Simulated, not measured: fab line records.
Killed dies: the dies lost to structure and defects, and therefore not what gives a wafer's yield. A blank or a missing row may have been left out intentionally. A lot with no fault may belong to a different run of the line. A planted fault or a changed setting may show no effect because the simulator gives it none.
Chamber matching / flow nand-harc / 4 sister chambers for NHARC_A_CONTACT_CMP_20 on cmp-01
The step polishes, t overpolish 30 s, target thk 300 nm. 14 wafers are shown with their chamber, then 7 later ones without.

## WAFERS, EACH WITH ITS CHAMBER
wafer=L074.3; chamber=1; motor-current-A (A)=15.2; time-to-endpoint-s (s)=57; slurry-filter-dp-kPa (kPa)=13.50
wafer=L074.5; chamber=0; motor-current-A (A)=11.4; time-to-endpoint-s (s)=55; slurry-filter-dp-kPa (kPa)=13.48
wafer=L074.6; chamber=1; motor-current-A (A)=14.5; time-to-endpoint-s (s)=55; slurry-filter-dp-kPa (kPa)=13.64
wafer=L075.1; chamber=0; motor-current-A (A)=10.3; time-to-endpoint-s (s)=56; slurry-filter-dp-kPa (kPa)=13.46
wafer=L075.5; chamber=3; motor-current-A (A)=11.0; time-to-endpoint-s (s)=63; slurry-filter-dp-kPa (kPa)=13.31
wafer=L075.6; chamber=2; motor-current-A (A)=13.3; time-to-endpoint-s (s)=59; slurry-filter-dp-kPa (kPa)=13.40
wafer=L077.2; chamber=3; motor-current-A (A)=10.5; time-to-endpoint-s (s)=62; slurry-filter-dp-kPa (kPa)=13.62
wafer=L077.4; chamber=1; motor-current-A (A)=15.0; time-to-endpoint-s (s)=59; slurry-filter-dp-kPa (kPa)=13.57
wafer=L077.6; chamber=2; motor-current-A (A)=12.3; time-to-endpoint-s (s)=61; slurry-filter-dp-kPa (kPa)=13.61
wafer=L079.1; chamber=0; motor-current-A (A)=10.7; time-to-endpoint-s (s)=58; slurry-filter-dp-kPa (kPa)=13.38
wafer=L079.2; chamber=3; motor-current-A (A)=10.9; time-to-endpoint-s (s)=59; slurry-filter-dp-kPa (kPa)=13.36
wafer=L079.6; chamber=1; motor-current-A (A)=14.6; time-to-endpoint-s (s)=57; slurry-filter-dp-kPa (kPa)=13.47
wafer=L084.2; chamber=2; motor-current-A (A)=13.6; time-to-endpoint-s (s)=58; slurry-filter-dp-kPa (kPa)=13.52
wafer=L084.3; chamber=1; motor-current-A (A)=14.4; time-to-endpoint-s (s)=56; slurry-filter-dp-kPa (kPa)=13.39

SIGNATURES (averages over the wafers above)
reading=motor-current-A; chamber 0=10.800; chamber 1=14.740; chamber 2=13.067; chamber 3=10.800; scatter within a chamber=0.465
reading=time-to-endpoint-s; chamber 0=56.33; chamber 1=56.80; chamber 2=59.33; chamber 3=61.33; scatter within a chamber=1.64
reading=slurry-filter-dp-kPa; chamber 0=13.4400; chamber 1=13.5140; chamber 2=13.5100; chamber 3=13.4300; scatter within a chamber=0.109
Rule: for each reading, subtract the chamber's mean from the wafer's reading, divide by that reading's scatter and square the result; add these up over the readings and take the root, which gives the wafer's distance from the chamber. The wafer belongs to the nearest chamber; if the next one is less than 2 further off, it can't be placed. The scatter: take each reading less its chamber's mean, square it, sum over the shown wafers, divide by the number of wafers less the number of chambers, and take the root.

## WAFERS MISSING THEIR CHAMBER
wafer=L084.6; motor-current-A (A)=13.2; time-to-endpoint-s (s)=59; slurry-filter-dp-kPa (kPa)=13.76
wafer=L085.1; motor-current-A (A)=13.5; time-to-endpoint-s (s)=59; slurry-filter-dp-kPa (kPa)=13.61
wafer=L085.3; motor-current-A (A)=10.9; time-to-endpoint-s (s)=61; slurry-filter-dp-kPa (kPa)=13.33
wafer=L085.6; motor-current-A (A)=11.0; time-to-endpoint-s (s)=59; slurry-filter-dp-kPa (kPa)=13.53
wafer=L094.3; motor-current-A (A)=14.8; time-to-endpoint-s (s)=57; slurry-filter-dp-kPa (kPa)=13.24
wafer=L094.4; motor-current-A (A)=11.0; time-to-endpoint-s (s)=56; slurry-filter-dp-kPa (kPa)=13.63
wafer=L094.5; motor-current-A (A)=11.5; time-to-endpoint-s (s)=62; slurry-filter-dp-kPa (kPa)=13.49

## WHICH CHAMBER EACH ONE RAN IN
wafer=L084.6; from the rows above=can't be placed: 2 or 1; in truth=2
wafer=L085.1; from the rows above=can't be placed: 2 or 1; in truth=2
wafer=L085.3; from the rows above=3; in truth=3
wafer=L085.6; from the rows above=can't be placed: 3 or 0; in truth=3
wafer=L094.3; from the rows above=1; in truth=1
wafer=L094.4; from the rows above=can't be placed: 0 or 3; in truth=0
wafer=L094.5; from the rows above=3; in truth=3
3 of 7 placed correctly. These rows do not allow placing 4 (true chamber among the candidates in 4). 0 placed wrongly.
